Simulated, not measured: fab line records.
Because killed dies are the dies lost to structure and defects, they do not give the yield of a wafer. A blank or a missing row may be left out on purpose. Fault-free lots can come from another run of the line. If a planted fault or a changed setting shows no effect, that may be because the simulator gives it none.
A struck lot beside a sound one + flow n5_finfet + 40 out of 1938 route steps
Sound: wafers L575.1, L575.3, L575.4. Struck: wafers L589.1, L589.4, L589.6. Last of all comes the cause.
For every step that has rows: the tool of each side, followed by ch and its chambers, followed by its first start. Under that, the readings that differ: sound wafers + struck wafers + difference of the means + sigmas: that difference in standard deviations of wafers without a fault.
alike: words and numbers the same on both sides, and readings whose means are apart by under 2 such deviations; not compared: readings that were withheld, readings missing a value for some wafer, numbers with overlapping values and no deviation given by the record, and bounds like >300 which may hide the same value.
The two part at a step that has a row with sigmas, a row that says differs or no value, or rows on one side only. Non-overlapping numbers with no deviation appear without sigmas and do not part them. Lack of a reading on every wafer of one side parts them only where that side has two or more wafers.

first, 12 steps without rows for these wafers: N5_HKMG_FIN_ETCH_54 (etches SiARC in CF4, target depth 45.5 nm, time 75.8 s); N5_HKMG_FIN_ETCH_55 (etches SOC in N2/H2, target depth 240 nm, time 300 s); N5_HKMG_FIN_STRIP_56 (strips in N2/H2); N5_HKMG_FIN_STRIP_57 (strips in CF4); N5_HKMG_FIN_ETCH_58 (etches SOC in N2/H2, target depth 215.8 nm, time 741 s); N5_HKMG_FIN_STRIP_93 (strips SOC in N2/H2, time 20 s); N5_HKMG_FIN_WET_ETCH_76 (etches Al2O3 in dNH4OH, stops on La2O3, target depth 2.25 nm, rinse time 30 s); N5_HKMG_FIN_STRIP_60 (strips in N2/H2, time 360 s); N5_HKMG_FIN_WET_ETCH_77 (etches La2O3 in dHCl, stops on HfO2, target depth 2 nm); N5_HKMG_FIN_WET_ETCH_78 (etches Al2O3 in dNH4OH, stops on La2O3, target depth 4.5 nm, rinse time 30 s); N5_HKMG_FIN_ALD_79 (deposits TiN, target thk 1.5 nm, pulse time 1 s, purge time 3 s); N5_HKMG_FIN_CVD_62 (deposits a-Si from Si2H6, target thk 3 nm, time 20.8 s).
N5_HKMG_FIN_RTA_80: time 2 s.
  sound on rtp_anneal-01 ch 0, day 5 16:17; struck on rtp_anneal-02 ch 0, day 9 01:22
then, 25 steps without rows for these wafers: N5_HKMG_FIN_PRECLEAN_64 (cleans in dHF, time 30 s); N5_HKMG_FIN_WET_ETCH_65 (etches a-Si in TMAH, stops on TiN, time 49 s, target depth 3 nm); N5_HKMG_FIN_WET_ETCH_81 (etches TiN in SC1, stops on HfO2, time 57 s, target depth 6 nm); N5_HKMG_FIN_WET_ETCH_82 (etches La2O3 in dHCl, stops on HfO2, target depth 2 nm, rinse time 30 s); N5_HKMG_FIN_ALD_36 (deposits TiN, target thk 1 nm, pulse time 1 s, purge time 3 s); N5_HKMG_FIN_PWFM_ALD_03 (deposits TiN, target thk 2 nm, pulse time 1 s, purge time 3 s); N5_HKMG_FIN_COAT_29 (time 60 s, resist thk 300 nm); N5_HKMG_FIN_COAT_30 (time 60 s, resist thk 35 nm); N5_HKMG_FIN_COAT_06 (resist thk 90 nm); N5_HKMG_FIN_EBR_08; N5_HKMG_FIN_SOFTBAKE_07 (time 60 s); N5_HKMG_FIN_EXPOSE_09 (exposes mask NWFM); N5_HKMG_FIN_PEB_10 (peb time 60 s); N5_HKMG_FIN_DEVELOP_11 (develop time 30 s); N5_HKMG_FIN_DESCUM_17 (chemistry O2, time 7.9 s); N5_HKMG_FIN_ETCH_31 (etches SiARC in CF4, target depth 45.5 nm, time 75.8 s); N5_HKMG_FIN_ETCH_32 (etches SOC in N2/H2, target depth 240 nm, time 300 s); N5_HKMG_FIN_STRIP_33 (strips in N2/H2); N5_HKMG_FIN_STRIP_34 (strips in CF4); N5_HKMG_FIN_ETCH_35 (etches SOC in N2/H2, target depth 215.8 nm, time 243.4 s); N5_HKMG_FIN_STRIP_92 (strips SOC in N2/H2, time 20 s); N5_HKMG_FIN_WET_ETCH_18 (etches TiN in SC1, time 55 s, target depth 5.2 nm, rinse time 30 s); N5_HKMG_FIN_STRIP_19 (strips in N2/H2, time 360 s); N5_HKMG_FIN_ALD_91 (deposits TiN, target thk 1 nm, pulse time 1 s, purge time 3 s); N5_HKMG_FIN_COAT_85 (time 60 s, resist thk 300 nm).
-- record jumps: 4 days separate the struck wafers' starts on either side; left off in module HKMG_FIN, taken up again in module BEOL_M4, whose first shown step is the route's number 1111 --
N5_BEOL_M4_RC_MEAS_101:
  sound on prober-01 ch 0, day 9 18:11; struck on prober-02 ch 0, day 13 07:02
| reading       | sound       | struck      | difference | sigmas |
|---------------|-------------|-------------|------------|--------|
| ION_N (uA/um) | 644 656 660 | 682 678 678 | +26        | +2     |
| VT_N_LVT (mV) | 103 100 100 | 82 81 84    | -19        | -6     |
  alike: DIBL_N, DIBL_P, IOFF_N, IOFF_P, ION_P, SS_N, SS_P, VT_N, VT_P, VT_P_LONG
-- here the record skips 4 days between the struck wafers' starts before and after, leaving off in module BEOL_M4 and picking up in module PASSIVATION (first step shown: number 1936 of the route) --
N5_PASSIVATION_PROBE_49:
  sound: prober-01 at day 13 18:43; struck: prober-02 at day 17 12:11
  alike: defect_limited_yield, killed_at_M0_to_M3, killed_at_M4_up, killed_at_contacts, killed_at_front_end, killed_at_other, killed_dies, killed_on_rim, killed_open, killed_short, sort_bin_5_function, sort_bin_6_memory, sort_bin_8_speed, sort_n_pass, sort_yield_pct

## WHERE THEY PART
N5_BEOL_M4_RC_MEAS_101 only, going by this record. Later steps at which nothing parts them and some readings are alike: N5_PASSIVATION_PROBE_49.

WHY: whatever the simulator had introduced
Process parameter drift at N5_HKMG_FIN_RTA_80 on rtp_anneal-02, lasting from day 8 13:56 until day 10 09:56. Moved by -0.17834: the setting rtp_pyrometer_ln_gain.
